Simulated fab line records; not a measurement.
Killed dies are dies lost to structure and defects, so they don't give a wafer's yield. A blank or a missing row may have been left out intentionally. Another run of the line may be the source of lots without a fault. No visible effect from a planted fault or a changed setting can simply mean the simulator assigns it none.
Chamber matching ; flow n5-finfet ; N5_GATE_CUT_PECVD_57 on pecvd-02 has 3 sister chambers
The step deposits SiNx from SiH4/NH3/N2, target thk 21 nm. 14 wafers are shown with their chamber, then 7 later ones without.

## WAFERS, EACH WITH ITS CHAMBER
wafer;chamber;showerhead-plenum-p-Torr (Torr);throttle-valve-pct (%);heater-power-w (W)
L075.1;1;5.08;39.0;774
L075.4;1;5.10;39.1;767
L075.5;2;5.21;40.1;915
L082.2;1;5.10;38.8;831
L082.3;0;5.23;38.6;735
L082.6;1;5.09;39.0;822
L083.1;1;5.09;38.9;786
L083.2;0;5.22;38.8;855
L083.4;0;5.22;38.9;865
L084.1;1;5.09;39.2;839
L084.2;0;5.22;38.9;836
L084.3;2;5.21;40.7;909
L087.2;2;5.21;40.7;908
L087.3;0;5.21;38.9;903

SIGNATURES, as means of the wafers listed above
reading;chamber 0;chamber 1;chamber 2;scatter within a chamber
showerhead-plenum-p-Torr;5.2200;5.0917;5.2100;0.00663
throttle-valve-pct;38.820;39.000;40.500;0.193
heater-power-w;838.80;803.17;910.67;43.4
Rule: a wafer lies at a distance from a chamber equal to the root of the sum of squares, over the readings, of (its reading less the chamber's mean, divided by the reading's scatter). If the next closest chamber is less than 2 further off than the closest, the wafer can't be placed; otherwise it belongs to the closest. The scatter: take each reading less its chamber's mean, square it, sum over the shown wafers, divide by the number of wafers less the number of chambers, and take the root.

## WAFERS WHOSE CHAMBER IS MISSING
wafer;showerhead-plenum-p-Torr (Torr);throttle-valve-pct (%);heater-power-w (W)
L087.6;5.21;40.5;904
L088.1;5.09;38.6;838
L088.3;5.21;40.3;875
L088.4;5.22;40.8;877
L093.3;5.22;38.8;850
L093.4;5.21;38.9;826
L093.6;5.21;40.8;823

## WHICH CHAMBER EACH WENT THROUGH
wafer;from the rows above;in truth
L087.6;2;2
L088.1;1;1
L088.3;2;2
L088.4;2;2
L093.3;0;0
L093.4;0;0
L093.6;2;2
Correct placement for 7 of the 7. From these rows, 0 cannot be placed. Wrongly placed: 0.
